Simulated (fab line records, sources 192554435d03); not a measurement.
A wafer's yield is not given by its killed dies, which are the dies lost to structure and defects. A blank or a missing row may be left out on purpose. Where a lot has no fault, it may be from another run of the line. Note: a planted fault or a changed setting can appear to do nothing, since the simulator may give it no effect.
A struck lot beside a sound one + flow n5-finfet + 14 steps out of a route of 1938
Sound: wafers L356.4, L356.5, L356.6. Struck: wafer L366.5 (left out: L366.1, L366.4 of the same lot, which were not struck); the cause appears at the end.
Order at every step that has rows: each side's tool, ch and its chambers, its first start. Under that, the readings that differ: sound wafers + struck wafers + difference of the means + sigmas: that difference in standard deviations of wafers without a fault.
alike: same words and numbers on both sides, and readings whose means sit less than 2 such deviations apart. not compared: any withheld reading, any reading some wafer has no value for, any bound like >300 that may hide the same value, and any number with overlapping values for which the record gives no deviation.
The two part at a step that has a row with sigmas, a row that says differs or no value, or rows on one side only. Non-overlapping numbers with no deviation appear without sigmas and do not part them. Lack of a reading on every wafer of one side parts them only where that side has two or more wafers.

first, 1 step without rows for these wafers: N5_ILD0_CURE_02 (time 1800 s).
N5_ILD0_CMP_03: polishes, stops on SiNx, t overpolish 1.9 s, target thk 197.38 nm.
  sound on cmp-04 ch 0,1,3, day 3 23:21; struck on cmp-03 ch 0, day 6 08:23
  alike: motor-current-A, overpolish-run-s, time-to-endpoint-s
N5_ILD0_THK_MEAS_04:
  sound on film-metro-02, day 3 23:32; struck on film-metro-01, day 6 08:41
| reading     | sound             | struck | difference | sigmas |
|-------------|-------------------|--------|------------|--------|
| thk-nm (nm) | 197.4 197.9 196.8 | 193.3  | -4.1       | -3     |
N5_ILD0_CMP_07: polishes SiO2 flowable, stops on poly-Si, t overpolish 1.18 s, target thk 138.88 nm.
  sound on cmp-04 ch 1,2,3, day 3 23:41; struck on cmp-03 ch 3, day 6 08:43
  alike: motor-current-A
N5_ILD0_THK_MEAS_08:
  sound on film-metro-01, day 3 23:52; struck on film-metro-02, day 6 09:00
  alike: thk-nm
then, 1 step without rows for these wafers: N5_ILD0_PRECLEAN_10 (cleans in NF3:NH3, afs cycles 5, time 20 s, sublimation time 60 s).
N5_ILD0_ALD_15: deposits SiNx, target thk 24 nm, pulse time 1 s, ald cycles 480.
  sound on ald-sin-01 ch 0,1,2, day 4 01:14; struck on ald-sin-01 ch 2, day 6 10:49
  alike: heater-power-w, precursor-pulse-height-rel
N5_ILD0_CMP_12: polishes SiNx, stops on poly-Si, t overpolish 6 s, target thk 17.67 nm.
  sound on cmp-04 ch 0,1,3, day 4 03:34; struck on cmp-04 ch 1, day 6 11:58
  alike: motor-current-A, overpolish-run-s, time-to-endpoint-s
N5_ILD0_THK_MEAS_13:
  sound on film-metro-01, day 4 03:44; struck on film-metro-02, day 6 12:14
  alike: thk-nm
N5_ILD0_INSPECT_06: inspects for defects (darkfield).
  sound on defect-inspect-01, day 4 03:46; struck on defect-inspect-02, day 6 12:16
  alike: raw-defect-count
N5_SDB_HM_DEP_00: deposits SiNx from SiH4/NH3/N2, target thk 40 nm, time 35.3 s.
  sound on pecvd-04 ch 0,1,2, day 4 03:50; struck on pecvd-03 ch 1, day 6 12:17
  alike: heater-power-w, showerhead-plenum-p-Torr, throttle-valve-pct
then, 1 step without rows for these wafers: N5_SDB_COAT_03 (time 60 s, resist thk 100 nm).
N5_SDB_COAT_04: time 60 s, resist thk 18 nm.
  sound on litho-track-01 ch 0, day 4 03:53; struck on litho-track-01 ch 0, day 6 12:23
| reading          | sound             | struck | difference | sigmas |
|------------------|-------------------|--------|------------|--------|
| run-length-s (s) | 66.09 66.38 66.25 | 70.50  | +4.26      | +30    |
then, 1 step without rows for these wafers: N5_SDB_COAT_05 (resist thk 90 nm).

WHERE THEY PART
First at N5_ILD0_THK_MEAS_04; last, within this record, at N5_SDB_COAT_04.

WHY: whatever the simulator had introduced
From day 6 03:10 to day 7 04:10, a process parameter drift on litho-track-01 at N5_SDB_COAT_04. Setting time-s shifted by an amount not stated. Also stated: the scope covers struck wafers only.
